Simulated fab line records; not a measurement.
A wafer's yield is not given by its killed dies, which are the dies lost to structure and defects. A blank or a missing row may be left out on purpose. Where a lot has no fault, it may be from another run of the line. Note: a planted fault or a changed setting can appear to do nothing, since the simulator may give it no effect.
A lot that was struck, set against a sound lot | flow n5Finfet | 19 out of 1938 route steps
Sound: these wafers, L152.1, L152.2, L152.4. Wafers struck: L147.3, L147.4, L147.5. Last of all comes the cause.
Each step with rows lists, per side, the tool, then ch with its chambers, then its first start. Under that, the readings that differ: sound wafers | struck wafers | difference of the means | sigmas: that difference in standard deviations of wafers without a fault.
alike: a reading whose means differ by less than 2 such deviations, as well as words and numbers matching on both sides. not compared: withheld readings; readings where some wafer has no value; bounds like >300 that might hide an equal value; numbers whose values overlap and for which the record gives no deviation.
The two part at a step that has a row with sigmas, a row that says differs or no value, or rows on one side only. Numbers that don't overlap but have no deviation are shown without sigmas and don't part them. Lack of a reading on every wafer of one side parts them only where that side has two or more wafers.

first, 1 step without rows for these wafers: N5_BEOL_M2_ANNEAL_91 (time 240 s).
N5_BEOL_M2_SPUTTER_92: material Cu, target thk 4.5 nm, time 8.29 s.
  sound on pvdSputter-03, day 11 17:30; struck on pvdSputter-02, day 9 11:49
  alike: throttleValvePct
N5_BEOL_M2_ANNEAL_93: time 240 s.
  sound on pvdSputter-03, day 11 17:35; struck on pvdSputter-02, day 9 11:54
  alike: heaterPowerW
N5_BEOL_M2_SPUTTER_94: material Cu, target thk 4.5 nm, time 8.29 s.
  sound on pvdSputter-03, day 11 17:43; struck on pvdSputter-02, day 9 12:02
  alike: throttleValvePct
then, 1 step without rows for these wafers: N5_BEOL_M2_ANNEAL_95 (time 240 s).
N5_BEOL_M2_SPUTTER_96: material Cu, target thk 4.5 nm, time 8.29 s.
  sound on pvdSputter-03, day 11 17:56; struck on pvdSputter-02, day 9 12:16
  alike: throttleValvePct
then, 2 steps without rows for these wafers: N5_BEOL_M2_ECD_50 (material Cu, target thk 300 nm); N5_BEOL_M2_ANNEAL_51 (time 90 s).
N5_BEOL_M2_CMP_52: polishes, stops on SiOC, t overpolish 6.8 s, target thk 40 nm.
  sound on cmp-02 ch 0,1,3, day 11 18:26; struck on cmp-01 ch 1,3, day 9 12:47
  alike: barrierFieldEndpointS, motorCurrentA, overpolishRunS, retainingRingPressureFrac, timeToEndpointS
N5_BEOL_M2_THK_MEAS_53: measures by xrf.
  sound on filmMetro-01, day 11 18:43; struck on filmMetro-01, day 9 13:03
  alike: M2_THK
then, 2 steps without rows for these wafers: N5_BEOL_M2_PRE_CLEAN_60 (time 15 s); N5_BEOL_M2_CO_CAP_55 (material Co, precursor CCTBA/H2, target thk 2 nm, time 102.1 s).
N5_BEOL_M2_PRE_CLEAN_56: time 15 s.
  sound on pecvd-01 ch 1,2, day 11 18:53; struck on pecvd-04 ch 0,1,2, day 9 13:13
then, 1 step without rows for these wafers: N5_BEOL_M2_DEP_57 (deposits SiCN from 3MS/NH3, target thk 8 nm, time 14 s).
N5_BEOL_M2_RS_MEAS_58: the measuring method here is four-point-probe.
  sound on filmMetro-02, day 11 18:59; struck on filmMetro-02, day 9 13:19
  alike: M2_RS
N5_BEOL_M2_INSPECT_59: inspects for defects (darkfield).
  sound on defectInspect-01, day 11 19:01; struck on defectInspect-01, day 9 13:20
reading        | sound     | struck      | difference | sigmas
rawDefectCount | 56 82 103 | 289 298 294 | +213       | +7
then, 1 step without rows for these wafers: N5_BEOL_M3_ILD_DEP_00 (deposits SiOC from DEMS/O2, target thk 79 nm, time 15.3 s).
-- here the record skips 2 days between the struck wafers' starts before and after, leaving off in module BEOL_M3 and picking up in module BEOL_M4 (first step shown: number 1111 of the route) --
N5_BEOL_M4_RC_MEAS_101:
  sound on prober-02 ch 0, day 13 12:16; struck on prober-02 ch 0, day 11 17:19
reading       | sound          | struck         | difference | sigmas
SS_N (mV/dec) | 71.4 72.8 72.6 | 70.5 71.4 70.7 | -1.4       | -2
  alike: DIBL_N, DIBL_P, IOFF_N, IOFF_P, ION_N, ION_P, SS_P, VT_N, VT_P
-- the record jumps here: 4 days lie between the struck wafers' starts before and after (it left off in module BEOL_M4 and takes up again in module PASSIVATION, whose first step shown is number 1936 of the route) --
N5_PASSIVATION_PROBE_49:
  the record has rows for the struck wafers here (prober-02, day 16 00:38) and none for the sound ones

WHERE THEY PART
At N5_BEOL_M2_INSPECT_59 first; at N5_PASSIVATION_PROBE_49 last (within this record only).

WHY: the cause the simulator had injected
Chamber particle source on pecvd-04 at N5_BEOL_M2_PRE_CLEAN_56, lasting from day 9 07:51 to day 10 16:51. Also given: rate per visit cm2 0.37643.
